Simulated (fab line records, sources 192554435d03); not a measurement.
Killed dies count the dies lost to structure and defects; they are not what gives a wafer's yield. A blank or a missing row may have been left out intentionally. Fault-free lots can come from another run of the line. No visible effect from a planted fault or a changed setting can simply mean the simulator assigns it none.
fab line records	flow n5-finfet
record lots=7	wafers=21
route steps=1938 shown ZERO_LAYER@4 PMOS_HMC_CHANNEL_EPI@69 FIN_SAQP@116 FIN_CUT@155 DUMMY_GATE@243 SD_EPI_P@321 SD_ACTIVATION@331 MOL_CONTACT_COAG@584 PASSIVATION@1936
start-h: hours from the record's opening day to when the first of the lot's shown wafers began	wait-h: hours from the lot's prior step to this one	" identical to the entry in the row above	L1.1+2: several wafers, shown together as one row	- no value present, or no start provided	* or withheld: withheld	< > ~ a bound
route shown NAME@n: names a module that has steps shown in the file, with the first one's number in the route	usual: average and standard deviation across the fault-free wafers	same: alike in all rows	chamber/n: place in a boat	sites: per-site readings	_std_site: the values' standard deviation	_edge_site: outer sites' mean less inner sites'	radius-mm: how far each site lies from the wafer's centre	mask NAME#n: copy n	behind: the last tool/chamber to shape the wafer	hold: the reason the lot was held/the length of the hold in hours/how it ended	device: whichever transistor did not switch (one of n, p or np)	end of line: tests of these same wafers at the route's end	where a step has no rows: the recipe by itself	killed: dies that structure and defects cost at the first sort, which is not the same as the wafer's yield	map: a wafer's dies, marking killed ones x, the rest . and places with no die _
set.NAME: the setting the step ran with; set.NAME@STEP: the setting that earlier step ran with	model.NAME: the simulator's own value behind a step, which no gauge read
lots with deliberately changed settings; one table per step, one row per wafer
## steps
# step N5_ZERO_LAYER_PECVD_02
# recipe material=SiO2	target-thk-a=100	temp-c=400	precursor=SiH4/N2O	pressure-torr=0.75	rf-w=275	time-s=6
lot.wafer	tool	chamber	start-h	wait-h	set.time-s	model.SiO2_of_ZERO_LAYER_PECVD_02.thk-nm
L079.2	pecvd-03	1	42.28	0.0	6	10.25
L079.3	"	0	"	"	6	10.07
L079.4	"	0	"	"	6	9.998
L081.3	pecvd-02	0	54.28	0.0	6	9.975
L081.5	"	1	"	"	6	10.25
L081.6	"	0	"	"	6	10.12
L085.1	pecvd-01	0	78.30	0.0	6	9.729
L085.4	"	0	"	"	6	9.963
L085.6	"	1	"	"	6	9.603
L088.2	pecvd-03	1	96.28	0.0	6	10.02
L088.3	"	2	"	"	6.757	11.26
L088.4	"	1	"	"	6	10.21
L089.2	pecvd-01	0	102.29	0.0	6	10.04
L089.5	"	2	"	"	6	10.05
L089.6	"	1	"	"	6.692	11.07
L094.2	pecvd-02	2	132.28	0.0	6	10.18
L094.3	"	0	"	"	6	10.07
L094.4	"	2	"	"	6	10.15
L096.1	pecvd-03	0	144.28	0.0	6	9.744
L096.2	"	2	"	"	6	9.877
L096.4	"	2	"	"	6	10.21
# step N5_PMOS_HMC_CHANNEL_EPI_ETCH_32
# recipe chemistry=N2/H2	target=BARC	stop-on=SiO2	target-depth-a=858	over-etch-frac=0.3	time-s=50.3	ion-energy-ev=200	mask-material=CAR-ArF-block	pressure-mtorr=30	source-w=840	bias-w=150	n2-flow-sccm=200	h2-flow-sccm=200
# usual rf-vpp-V=523.5/2.3
lot.wafer	tool	chamber	start-h	wait-h	set.bias-w	rf-vpp-V
L079.2	rie-diel-06	2	47.59	0.0	150	526.1
L079.3	"	1	"	"	150	520.1
L079.4	"	3	"	"	150	521.9
L081.3	rie-diel-06	0	65.60	0.0	150	522.1
L081.5	"	1	"	"	150	520.7
L081.6	"	2	"	"	150	526.3
L085.1	rie-diel-06	2	83.69	0.0	140.6	505.5
L085.4	"	1	"	"	150	521.6
L085.6	"	1	"	"	150	519.6
L088.2	rie-diel-02	3	101.43	0.0	150	521.6
L088.3	"	1	"	"	150	521.5
L088.4	"	2	"	"	150	523.6
L089.2	rie-diel-04	0	107.70	0.0	157.9	540.1
L089.5	"	3	"	"	150	526.8
L089.6	"	0	"	"	157.9	539.5
L094.2	rie-diel-04	3	138.08	0.0	150	527.6
L094.3	"	0	"	"	150	522.5
L094.4	"	1	"	"	150	523.8
L096.1	rie-diel-06	2	149.55	0.0	123.4	463.9
L096.2	"	3	"	"	123.4	460.4
L096.4	"	0	"	"	150	522.0
# step N5_FIN_SAQP_ETCH_52
# recipe chemistry=N2/H2	target=SOC	target-depth-a=1000	overetch-a=200	mask-material=SiARC	temp-c=40	time-s=150	ion-energy-ev=200	pressure-mtorr=30	source-w=840	bias-w=150	n2-flow-sccm=200	h2-flow-sccm=200	ends=end-point
# usual rf-vpp-V=523.9/2.7
lot.wafer	tool	chamber	start-h	wait-h	set.source-w	rf-vpp-V
L079.2	rie-diel-01	3	51.70	0.0	840	521.0
L079.3	"	0	"	"	840	525.4
L079.4	"	2	"	"	840	524.9
L081.3	rie-diel-05	0	70.90	0.0	840	521.9
L081.5	"	1	"	"	840	526.0
L081.6	"	0	"	"	840	524.6
L085.1	rie-diel-05	2	88.27	0.0	840	522.7
L085.4	"	3	"	"	981.7	494.4
L085.6	"	1	"	"	981.7	500.0
L088.2	rie-diel-05	2	106.78	0.0	742.7	544.2
L088.3	"	3	"	"	840	522.5
L088.4	"	0	"	"	742.7	544.6
L089.2	rie-diel-01	1	113.73	0.0	761.3	544.1
L089.5	"	3	"	"	840	520.2
L089.6	"	0	"	"	840	523.5
L094.2	rie-diel-05	2	142.55	0.0	905.8	510.3
L094.3	"	0	"	"	905.8	510.1
L094.4	"	1	"	"	840	525.5
L096.1	rie-diel-03	3	155.27	0.0	946	504.6
L096.2	"	0	"	"	946	506.6
L096.4	"	3	"	"	840	524.4
# step N5_FIN_SAQP_SPACER1_ALD_24
# recipe material=SiO2	target-thk-a=203	temp-c=300	ald-precursor-family=BDEAS	ald-co-reactant=O2-plasma	pulse-time-s=1	purge-time-s=2	co-reactant-purge-time-s=2	ald-cycles=218	pressure-torr=2
lot.wafer	tool	chamber	start-h	wait-h	set.ald-cycles	model.SiO2_of_FIN_SAQP_SPACER1_ALD_24.thk-nm
L079.2	ald-sin-01	2	52.69	0.3	218	20.2
L079.3+4	"	1,3	"	"	218	20.4
L081.3	ald-sin-03	2	73.21	1.2	234	21.8
L081.5	"	2	"	"	218	20.4
L081.6	"	1	"	"	234	22
L085.1+6	ald-sin-03	3,0	89.50	0.3	218	20.4
L085.4	"	2	"	"	251	23.4
L088.2	ald-sin-01	0	108.01	0.3	253	23.6
L088.3	"	3	"	"	218	20.4
L088.4	"	3	"	"	218	20.2
L089.2	ald-sin-01	2	115.32	0.9	205	19.2
L089.5	"	2	"	"	218	20.2
L089.6	"	3	"	"	218	20.4
L094.2	ald-sin-03	3	143.58	0.3	218	20.2
L094.3+4	"	1,2	"	"	218	20.4
L096.1	ald-sin-04	1	156.81	0.4	218	20.2
L096.2+4	"	0,2	"	"	207	19.2
# step N5_FIN_SAQP_SPACER1_ETCHBACK_25
# recipe chemistry=CHF3/O2	mode=anisotropic-etchback	target=SiO2	target-depth-a=244	time-s=12.2	pressure-mtorr=30	source-w=650	bias-w=170	Ar_flow_sccm=200	CHF3_flow_sccm=50	O2_flow_sccm=5	ion-energy-ev=200
# step N5_FIN_SAQP_MANDREL1_REMOVE_56
# recipe chemistry=HBr/Cl2/O2	bt-time-s=10	target=a-Si	stop-on=SiNx	endpoint=OES-SiCl	over-etch-frac=1	icp-w=600	bias-w=22	HBr_flow_sccm=150	Cl2_flow_sccm=80	O2_flow_sccm=5	pressure-mtorr=10
lot.wafer	tool	chamber	start-h	wait-h	set.ald-cycles@FIN_SAQP_SPACER1_ALD_24	model.FIN_SAQP.cd-nm
L079.2+3	rie-si-02	1,3	53.50	0.1	218	20.4
L079.4	"	0	"	"	218	20.6
L081.3	rie-si-05	2	74.41	0.1	234	21.8
L081.5	"	0	"	"	218	20.2
L081.6	"	3	"	"	234	22
L085.1	rie-si-03	3	90.30	0.1	218	20.4
L085.4	"	0	"	"	251	23.2
L085.6	"	2	"	"	218	20.6
L088.2	rie-si-02	3	108.82	0.1	253	23.6
L088.3	"	2	"	"	218	20.6
L088.4	"	0	"	"	218	20.4
L089.2	rie-si-03	2	116.13	0.1	205	19
L089.5+6	"	2,3	"	"	218	20.2
L094.2	rie-si-03	3	144.55	0.1	218	20.2
L094.3+4	"	0,1	"	"	218	20.4
L096.1	rie-si-05	2	158.24	0.1	218	20.2
L096.2+4	"	1,3	"	"	207	19.4
# step N5_FIN_SAQP_CD_MEAS_27
# recipe target-cd-nm=20	landing-energy-ev=1000	detector=se-inlens	polarity=line
# usual cd-nm=20.35/0.24
lot.wafer	tool	chamber	start-h	wait-h	set.ald-cycles@FIN_SAQP_SPACER1_ALD_24	cd-nm
L079.2	cd-sem-02	0	53.61	0.1	218	20.10
L079.3	"	0	"	"	218	20.44
L079.4	"	0	"	"	218	20.49
L081.3	cd-sem-03	0	74.53	0.1	234	22.08
L081.5	"	0	"	"	218	19.91
L081.6	"	0	"	"	234	21.67
L085.1	cd-sem-01	0	90.42	0.1	218	20.37
L085.4	"	0	"	"	251	23.31
L085.6	"	0	"	"	218	20.51
L088.2	cd-sem-01	0	108.93	0.1	253	23.94
L088.3	"	0	"	"	218	20.52
L088.4	"	0	"	"	218	20.59
L089.2	cd-sem-03	0	116.24	0.1	205	19.46
L089.5	"	0	"	"	218	20.23
L089.6	"	0	"	"	218	20.40
L094.2	cd-sem-01	0	144.66	0.1	218	20.39
L094.3	"	0	"	"	218	20.76
L094.4	"	0	"	"	218	20.63
L096.1	cd-sem-02	0	158.35	0.1	218	20.30
L096.2	"	0	"	"	207	19.28
L096.4	"	0	"	"	207	19.27
# step N5_FIN_SAQP_FIN_ETCH_36
# recipe chemistry=HBr/Cl2/O2	target-depth-a=1200	mask-material=SiNx	time-s=50.4	bias-w=102	pressure-mtorr=10	icp-w=800	HBr_flow_sccm=150	Cl2_flow_sccm=80	O2_flow_sccm=12
lot.wafer	tool	chamber	start-h	wait-h	set.icp-w	model.FIN_SAQP.feature-depth-nm	model.etch.depth-nm
L079.2	rie-si-05	0	55.59	0.0	800	122.8	122.7
L079.3	"	1	"	"	800	123.2	123.2
L079.4	"	3	"	"	800	122.2	122.2
L081.3	rie-si-03	3	76.67	0.0	800	117	117
L081.5	"	2	"	"	800	118.2	118.3
L081.6	"	1	"	"	691	110.8	110.8
L085.1	rie-si-05	1	95.44	0.0	877.4	133.2	133.2
L085.4	"	3	"	"	800	126.4	126.4
L085.6	"	1	"	"	800	125.8	125.9
L088.2+4	rie-si-02	0,3	111.62	0.0	800	122.4	122.4
L088.3	"	2	"	"	800	120.6	120.5
L089.2	rie-si-02	0	121.40	0.0	800	123	123
L089.5	"	3	"	"	682.6	112.6	112.5
L089.6	"	2	"	"	800	118	118
L094.2	rie-si-03	3	147.10	0.0	800	119.8	119.8
L094.3	"	2	"	"	800	118	118.1
L094.4	"	1	"	"	800	119.6	119.6
L096.1	rie-si-05	1	160.94	0.0	943.5	135	135.1
L096.2	"	0	"	"	800	123.4	123.5
L096.4	"	3	"	"	943.5	135.4	135.3
# step N5_FIN_CUT_COAT_19
# recipe resist=SiARC	temp-c=220	time-s=60	spin-rpm=1500	resist-thk-nm=20
lot.wafer	tool	chamber	start-h	wait-h	set.spin-rpm	model.SiARC_of_FIN_CUT_COAT_19.thk-nm
L079.2+3+4	litho-track-05	0	-	-	1500	20
L081.3+5+6	litho-track-02	0	-	-	1500	20
L085.1+6	litho-track-05	0	-	-	1500	20.2
L085.4	"	0	"	"	1659	19.2
L088.2+3	litho-track-04	0	-	-	1500	20
L088.4	"	0	"	"	1500	20.2
L089.2	litho-track-02	0	-	-	1500	20.2
L089.5+6	"	0	"	"	1500	20
L094.2+3	litho-track-02	0	-	-	1604	19.4
L094.4	"	0	"	"	1500	20
L096.1	litho-track-05	0	-	-	1422	20.6
L096.2+4	"	0	"	"	1500	20
# step N5_FIN_CUT_COAT_29
# recipe resist=underlayer	temp-c=205	time-s=60	spin-rpm=1500	resist-thk-nm=10
# step N5_FIN_CUT_COAT_02
# recipe resist=CAR-EUV	spin-rpm=1500	resist-thk-nm=30
# step N5_FIN_CUT_DESCUM_13
# recipe chemistry=O2	time-s=7	source-power-w=50	bias-power-w=20	pressure-mtorr=20	rf-frequency-hz=2.712e+07	temp-c=40	resist=CAR-EUV	o2-flow-sccm=225
# step N5_FIN_CUT_ETCH_30
# recipe chemistry=N2/H2	target=underlayer	target-depth-a=130	mask-material=CAR-EUV	time-s=10.4	ion-energy-ev=200	pressure-mtorr=30	source-w=840	bias-w=150	n2-flow-sccm=200	h2-flow-sccm=200	ends=cleared
# step N5_FIN_CUT_ETCH_20
# recipe chemistry=CF4	target=SiARC	target-depth-a=260	mask-material=CAR-EUV	time-s=43.3	ion-energy-ev=80	pressure-mtorr=40	source-w=545	bias-w=36	Ar_flow_sccm=100	cf4-flow-sccm=100	ends=cleared
lot.wafer	tool	chamber	start-h	wait-h	set.spin-rpm@FIN_CUT_COAT_19	model.etch.depth-nm
L079.2	rie-diel-04	3	56.54	0.0	1500	20.05
L079.3	"	2	"	"	1500	20.02
L079.4	"	0	"	"	1500	20.08
L081.3	rie-diel-04	0	77.53	0.0	1500	20.07
L081.5	"	1	"	"	1500	20.02
L081.6	"	2	"	"	1500	20.09
L085.1	rie-diel-04	2	96.17	0.0	1500	20.13
L085.4	"	1	"	"	1659	19.16
L085.6	"	2	"	"	1500	20.12
L088.2	rie-diel-04	1	112.50	0.0	1500	20.01
L088.3	"	0	"	"	1500	20.04
L088.4	"	2	"	"	1500	20.12
L089.2	rie-diel-04	3	122.20	0.0	1500	20.11
L089.5	"	2	"	"	1500	20.03
L089.6	"	3	"	"	1500	20.06
L094.2	rie-diel-04	3	147.83	0.0	1604	19.31
L094.3	"	0	"	"	1604	19.36
L094.4	"	1	"	"	1500	20.03
L096.1	rie-diel-02	0	161.84	0.0	1422	20.58
L096.2	"	2	"	"	1500	20.01
L096.4	"	3	"	"	1500	19.97
# step N5_DUMMY_GATE_ETCH_31
# recipe chemistry=C4F6/O2	target=SiO2	mask-material=SOC	target-depth-a=825	time-s=27.5	ion-energy-ev=250	pressure-mtorr=30	source-w=345	bias-w=185	Ar_flow_sccm=300	C4F6_flow_sccm=10	O2_flow_sccm=10
lot.wafer	tool	chamber	start-h	wait-h	set.target-depth-a	model.etch.depth-nm
L079.2	rie-diel-04	1	76.62	0.0	825	83.47
L079.3	"	0	"	"	825	79.93
L079.4	"	3	"	"	825	81.01
L081.3	rie-diel-02	1	97.05	0.0	825	84.21
L081.5	"	0	"	"	825	83.05
L081.6	"	1	"	"	902	91.75
L085.1	rie-diel-04	3	119.91	0.0	825	81.12
L085.4	"	0	"	"	825	79.76
L085.6	"	1	"	"	825	81.89
L088.2	rie-diel-06	3	134.98	0.3	909.4	91.69
L088.3	"	1	"	"	909.4	85.49
L088.4	"	2	"	"	825	79.35
L089.2	rie-diel-06	2	141.66	0.1	885.5	85.87
L089.5	"	3	"	"	825	82.8
L089.6	"	2	"	"	825	80.23
L094.2	rie-diel-02	0	167.26	0.0	825	82.23
L094.3	"	3	"	"	904.5	92.48
L094.4	"	2	"	"	825	79.7
L096.1	rie-diel-04	2	183.40	0.0	825	80.32
L096.2	"	1	"	"	825	81.81
L096.4	"	3	"	"	825	80.65
# step N5_SD_EPI_P_EPI_21
# recipe material=SiGe:B	dopant=B	temp-c=550	pressure-torr=20	ambient=H2	time-s=355
lot.wafer	tool	chamber	start-h	wait-h	set.time-s	model.SiGe-B_of_SD_EPI_P_EPI_21.thk-nm
L079.2+3	epi-rpcvd-04	0	85.80	0.6	355	61.6
L079.4	"	0	"	"	355	60.2
L081.3	epi-rpcvd-04	0	110.00	1.1	355	60.8
L081.5	"	0	"	"	287.1	52.8
L081.6	"	0	"	"	287.1	53.4
L085.1	epi-rpcvd-04	0	128.83	0.2	299.3	53.8
L085.4	"	0	130.27	1.5	299.3	53.6
L085.6	"	0	"	"	299.3	54
L088.2	epi-rpcvd-03	0	143.96	0.5	355	60.8
L088.3	"	0	"	"	302.6	55.2
L088.4	"	0	"	"	302.6	55.4
L089.2	epi-rpcvd-03	0	149.75	0.5	314.5	56.4
L089.5	"	0	150.83	1.5	314.5	55.8
L089.6	"	0	"	"	314.5	56.6
L094.2	epi-rpcvd-03	0	176.36	0.5	355	60.6
L094.3	"	0	"	"	375	63.2
L094.4	"	0	"	"	355	61.2
L096.1	epi-rpcvd-01	0	192.37	0.1	355	61.2
L096.2	"	0	"	"	355	61.4
L096.4	"	0	"	"	297.6	54.2
# step N5_SD_EPI_P_EPI_MEAS_23
# recipe mode=xrd
# usual thk-nm=61.0/1.2
lot.wafer	tool	chamber	start-h	wait-h	set.time-s@SD_EPI_P_EPI_21	thk-nm
L079.2	film-metro-02	-	88.25	2.0	355	61.2
L079.3	"	-	"	"	355	60.6
L079.4	"	-	"	"	355	61.4
L081.3	film-metro-01	-	111.96	1.5	355	61.6
L081.5	"	-	"	"	287.1	53.0
L081.6	"	-	"	"	287.1	55.4
L085.1	film-metro-02	-	131.77	2.5	299.3	54.5
L085.4	"	-	"	"	299.3	51.0
L085.6	"	-	"	"	299.3	54.8
L088.2	film-metro-01	-	145.80	1.5	355	60.7
L088.3	"	-	"	"	302.6	56.5
L088.4	"	-	"	"	302.6	55.2
L089.2	film-metro-02	-	151.59	1.5	314.5	55.0
L089.5	"	-	"	"	314.5	57.0
L089.6	"	-	"	"	314.5	55.7
L094.2	film-metro-02	-	178.20	1.5	355	61.8
L094.3	"	-	"	"	375	64.3
L094.4	"	-	"	"	355	63.3
L096.1	film-metro-01	-	194.57	1.8	355	61.5
L096.2	"	-	"	"	355	60.9
L096.4	"	-	"	"	297.6	54.3
# step N5_SD_EPI_P_HM_STRIP_48
# recipe chemistry=H3PO4	temp-c=160	material=SiNx	target=SiNx	target-depth-a=30	overetch-fraction=0.3
lot.wafer	tool	chamber	start-h	wait-h	set.time-s@SD_EPI_P_EPI_21	model.SiGe-B_of_SD_EPI_P_EPI_21.thk-nm
L079.2	wet-bench-02	4	88.29	0.0	355	61.4
L079.3	"	7	"	"	355	61.2
L079.4	"	1	"	"	355	59.8
L081.3	wet-bench-02	5	111.99	0.0	355	60.6
L081.5	"	1	"	"	287.1	52.6
L081.6	"	0	"	"	287.1	53.2
L085.1	wet-bench-06	3	131.80	0.0	299.3	53.4
L085.4	"	0	"	"	299.3	53.2
L085.6	"	1	"	"	299.3	53.8
L088.2	wet-bench-06	7	145.84	0.0	355	60.4
L088.3+4	"	6,5	"	"	302.6	55
L089.2	wet-bench-06	7	151.62	0.0	314.5	56
L089.5	"	1	"	"	314.5	55.4
L089.6	"	3	"	"	314.5	56.4
L094.2	wet-bench-06	7	178.23	0.0	355	60.2
L094.3	"	1	"	"	375	62.8
L094.4	"	3	"	"	355	61
L096.1+2	wet-bench-04	1,4	194.61	0.0	355	61
L096.4	"	0	"	"	297.6	54
# step N5_SD_ACTIVATION_LSA_01
# recipe temp-c=1080	time-s=0.0008	ambient=N2
# usual wafer_temp_C_max=1086.8/1.3
lot.wafer	tool	chamber	start-h	wait-h	set.temp-c	wafer_temp_C_max
L079.2	laser-anneal-01	0	88.69	0.2	1080	1089.1
L079.3	"	0	"	"	1080	1086.9
L079.4	"	0	"	"	1080	1086.4
L081.3	laser-anneal-01	0	112.42	0.2	1080	1089.1
L081.5	"	0	"	"	1080	1087.5
L081.6	"	0	"	"	1050	1058.5
L085.1	laser-anneal-02	0	132.17	0.2	1080	1086.2
L085.4	"	0	"	"	1111	1117.5
L085.6	"	0	"	"	1080	1085.2
L088.2	laser-anneal-01	0	146.23	0.2	1080	1088.6
L088.3	"	0	"	"	1080	1086.5
L088.4	"	0	"	"	1091	1096.4
L089.2	laser-anneal-02	0	152.02	0.2	1080	1085.1
L089.5	"	0	"	"	1080	1087.1
L089.6	"	0	"	"	1080	1088.1
L094.2	laser-anneal-01	0	178.63	0.2	1071	1078.2
L094.3	"	0	"	"	1071	1078.3
L094.4	"	0	"	"	1080	1089.1
L096.1	laser-anneal-01	0	194.97	0.2	1103	1109.8
L096.2	"	0	"	"	1080	1087.7
L096.4	"	0	"	"	1080	1087.6
# step N5_SD_ACTIVATION_RS_MEAS_03
# recipe thk-meas-gauge=four-point-probe
# usual RS_SD_N=21.9/0.3	RS_SD_P=56.2/0.93
lot.wafer	tool	chamber	start-h	wait-h	set.time-s@SD_EPI_P_EPI_21	set.temp-c@SD_ACTIVATION_LSA_01	RS_SD_N[ohm/sq]	RS_SD_P[ohm/sq]
L079.2	film-metro-02	-	88.88	0.2	355	1080	21.9	55.3
L079.3	"	-	"	"	355	1080	21.9	56.4
L079.4	"	-	"	"	355	1080	21.5	57.3
L081.3	film-metro-02	-	112.60	0.2	355	1080	22.2	56.4
L081.5	"	-	"	"	287.1	1080	22.2	64.4
L081.6	"	-	"	"	287.1	1050	25.6	64.7
L085.1	film-metro-02	-	132.38	0.2	299.3	1080	22.5	64.7
L085.4	"	-	"	"	299.3	1111	19.0	65.4
L085.6	"	-	"	"	299.3	1080	21.9	64.0
L088.2	film-metro-02	-	146.43	0.2	355	1080	21.8	56.3
L088.3	"	-	"	"	302.6	1080	21.9	61.8
L088.4	"	-	"	"	302.6	1091	20.9	61.5
L089.2	film-metro-01	-	152.21	0.2	314.5	1080	21.8	60.6
L089.5	"	-	"	"	314.5	1080	21.8	61.1
L089.6	"	-	"	"	314.5	1080	21.9	60.3
L094.2	film-metro-01	-	178.82	0.2	355	1071	23.2	56.7
L094.3	"	-	"	"	375	1071	22.8	53.6
L094.4	"	-	"	"	355	1080	22.3	55.6
L096.1	film-metro-02	-	195.17	0.2	355	1103	19.5	55.0
L096.2	"	-	"	"	355	1080	21.9	55.8
L096.4	"	-	"	"	297.6	1080	22.1	63.3
# step N5_MOL_CONTACT_COAG_ETCHBACK_135
# recipe chemistry=CHF3	target=SiO2	target-depth-a=250	time-s=16.7	ion-energy-ev=200	pressure-mtorr=30	source-w=610	bias-w=170	Ar_flow_sccm=200	CHF3_flow_sccm=50
lot.wafer	tool	chamber	start-h	wait-h	set.time-s	model.SOC_of_MOL_CONTACT_COAG_COAT_75.thk-nm
L079.2+4	rie-diel-03	3,0	133.56	0.0	16.7	57.2
L079.3	"	2	"	"	16.7	57
L081.3+6	rie-diel-03	0	151.56	0.0	16.7	57.2
L081.5	"	1	"	"	20.33	56.6
L085.1+6	rie-diel-03	2,3	170.73	0.0	16.7	57
L085.4	"	1	"	"	16.7	57.4
L088.2	rie-diel-03	3	192.16	0.0	16.7	57.4
L088.3	"	2	"	"	16.7	57.6
L088.4	"	1	"	"	14.18	58
L089.2+6	rie-diel-03	1,2	193.58	0.0	16.7	57.2
L089.5	"	1	"	"	13.21	57.8
L094.2+4	rie-diel-03	0,3	226.10	0.0	18.55	57
L094.3	"	2	"	"	18.55	56.8
L096.1+4	rie-diel-03	1,0	238.06	0.0	16.7	57.2
L096.2	"	2	"	"	13.73	57.6
# step N5_PASSIVATION_PROBE_49
# usual defect-limited-yield=90.5/1.7	killed-dies=112/21	sort-yield-pct=90.5/1.8
lot.wafer	tool	chamber	start-h	wait-h	set.ald-cycles@FIN_SAQP_SPACER1_ALD_24	set.source-w@BEOL_M10_TRENCH_ETCH_37	set.time-s@BEOL_M2_SPUTTER_79	defect-limited-yield[%]	killed-dies	sort-yield-pct[%]
L079.2	prober-02	-	319.68	0.1	218	345	8.29	88.8	132	88.8
L079.3	prober-02	-	319.73	0.1	218	345	8.29	89.3	126	89.3
L079.4	prober-02	-	319.78	0.2	218	345	8.29	89.3	126	89.3
L081.3	prober-02	-	336.72	0.1	234	373.6	8.29	89.1	129	89.1
L081.5	prober-02	-	336.82	0.2	218	345	8.29	74.2	304	74.2
L081.6	prober-02	-	336.87	0.3	234	373.6	8.29	90.8	108	90.8
L085.1	prober-02	-	361.08	0.0	218	345	9.038	90.2	116	90.2
L085.4	prober-02	-	361.23	0.2	251	365.5	8.29	19.1	955	19.1
L085.6	prober-02	-	361.33	0.3	218	365.5	8.29	92.0	94	92.0
L088.2	prober-02	-	367.76	0.1	253	345	8.29	10.8	1052	10.8
L088.3	prober-02	-	367.81	0.1	218	345	8.29	90.0	118	89.5
L088.4	prober-02	-	367.86	0.2	218	345	8.29	84.7	180	79.2
L089.2	prober-02	-	374.91	0.1	205	381	7.802	88.5	136	88.5
L089.5	prober-02	-	375.06	0.2	218	345	7.802	0.1	1179	0.1
L089.6	prober-02	-	375.11	0.3	218	381	8.29	86.9	154	86.9
L094.2	prober-01	-	402.04	0.1	218	345	8.29	91.9	96	91.9
L094.3	prober-01	-	402.09	0.1	218	345	8.29	91.5	100	91.5
L094.4	prober-01	-	402.14	0.2	218	345	8.29	90.8	108	90.8
L096.1	prober-01	-	436.39	0.0	218	345	8.29	91.9	95	91.9
L096.2	prober-01	-	436.44	0.1	207	345	7.167	94.8	61	94.8
L096.4	prober-01	-	436.54	0.2	207	345	7.167	90.8	109	90.8
## key
split step=N5_ZERO_LAYER_PECVD_02	setting=time-s	stated=6	by=wafer
response step=N5_ZERO_LAYER_PECVD_02	reading=model.SiO2_of_ZERO_LAYER_PECVD_02.thk-nm	change=+0.0901	per=1%	r=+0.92
split step=N5_PMOS_HMC_CHANNEL_EPI_ETCH_32	setting=bias-w	stated=150	by=wafer
response step=N5_PMOS_HMC_CHANNEL_EPI_ETCH_32	reading=rf-vpp-V	change=+3.21	per=1%	r=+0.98
split step=N5_FIN_SAQP_ETCH_52	setting=source-w	stated=840	by=wafer
response step=N5_FIN_SAQP_ETCH_52	reading=rf-vpp-V	change=-1.72	per=1%	r=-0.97
split step=N5_FIN_SAQP_SPACER1_ALD_24	setting=ald-cycles	stated=218	by=wafer
response step=N5_FIN_SAQP_SPACER1_ALD_24	reading=model.SiO2_of_FIN_SAQP_SPACER1_ALD_24.thk-nm	change=+0.201	per=1%	r=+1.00
response step=N5_FIN_SAQP_MANDREL1_REMOVE_56	reading=model.FIN_SAQP.cd-nm	change=+0.19	per=1%	r=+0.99
response step=N5_FIN_SAQP_CD_MEAS_27	reading=cd-nm	change=+0.203	per=1%	r=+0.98
response step=N5_PASSIVATION_PROBE_49	reading=defect-limited-yield	slope=-4.93	per=1%	together-with=source-w@BEOL_M10_TRENCH_ETCH_37,time-s@BEOL_M2_SPUTTER_79	explained=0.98
response step=N5_PASSIVATION_PROBE_49	reading=killed-dies	slope=+58.2	per=1%	together-with=source-w@BEOL_M10_TRENCH_ETCH_37,time-s@BEOL_M2_SPUTTER_79	explained=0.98
response step=N5_PASSIVATION_PROBE_49	reading=sort-yield-pct	slope=-4.84	per=1%	together-with=source-w@BEOL_M10_TRENCH_ETCH_37,time-s@BEOL_M2_SPUTTER_79	explained=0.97
split step=N5_FIN_SAQP_FIN_ETCH_36	setting=icp-w	stated=800	by=wafer
response step=N5_FIN_SAQP_FIN_ETCH_36	reading=model.FIN_SAQP.feature-depth-nm	change=+0.599	per=1%	r=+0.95
response step=N5_FIN_SAQP_FIN_ETCH_36	reading=model.etch.depth-nm	change=+0.599	per=1%	r=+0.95
split step=N5_FIN_CUT_COAT_19	setting=spin-rpm	stated=1500	by=wafer
response step=N5_FIN_CUT_COAT_19	reading=model.SiARC_of_FIN_CUT_COAT_19.thk-nm	change=-0.0954	per=1%	r=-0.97
response step=N5_FIN_CUT_ETCH_20	reading=model.etch.depth-nm	change=-0.0967	per=1%	r=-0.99
split step=N5_DUMMY_GATE_ETCH_31	setting=target-depth-a	stated=825	by=wafer
response step=N5_DUMMY_GATE_ETCH_31	reading=model.etch.depth-nm	change=+0.925	per=1%	r=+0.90
split step=N5_SD_EPI_P_EPI_21	setting=time-s	stated=355	by=wafer
response step=N5_SD_EPI_P_EPI_21	reading=model.SiGe-B_of_SD_EPI_P_EPI_21.thk-nm	change=+0.406	per=1%	r=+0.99
response step=N5_SD_EPI_P_EPI_MEAS_23	reading=thk-nm	change=*	per=1%	r=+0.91
response step=N5_SD_EPI_P_HM_STRIP_48	reading=model.SiGe-B_of_SD_EPI_P_EPI_21.thk-nm	change=+0.402	per=1%	r=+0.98
response step=N5_SD_ACTIVATION_RS_MEAS_03	reading=RS_SD_P	change=-0.431	per=1%	r=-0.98
split step=N5_SD_ACTIVATION_LSA_01	setting=temp-c	stated=1080	by=wafer
response step=N5_SD_ACTIVATION_LSA_01	reading=wafer_temp_C_max	change=*	per=1%	r=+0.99
response step=N5_SD_ACTIVATION_RS_MEAS_03	reading=RS_SD_N	change=-1.16	per=1%	r=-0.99
split step=N5_MOL_CONTACT_COAG_ETCHBACK_135	setting=time-s	stated=16.7	by=wafer
response step=N5_MOL_CONTACT_COAG_ETCHBACK_135	reading=model.SOC_of_MOL_CONTACT_COAG_COAT_75.thk-nm	change=-0.0277	per=1%	r=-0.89
split outside-this-file step=N5_BEOL_M2_SPUTTER_79 setting=time-s
split outside-this-file step=N5_BEOL_M10_TRENCH_ETCH_37 setting=source-w
# split outside-this-file: this setting was split too, and the file shows its column; the key of that split is in another file
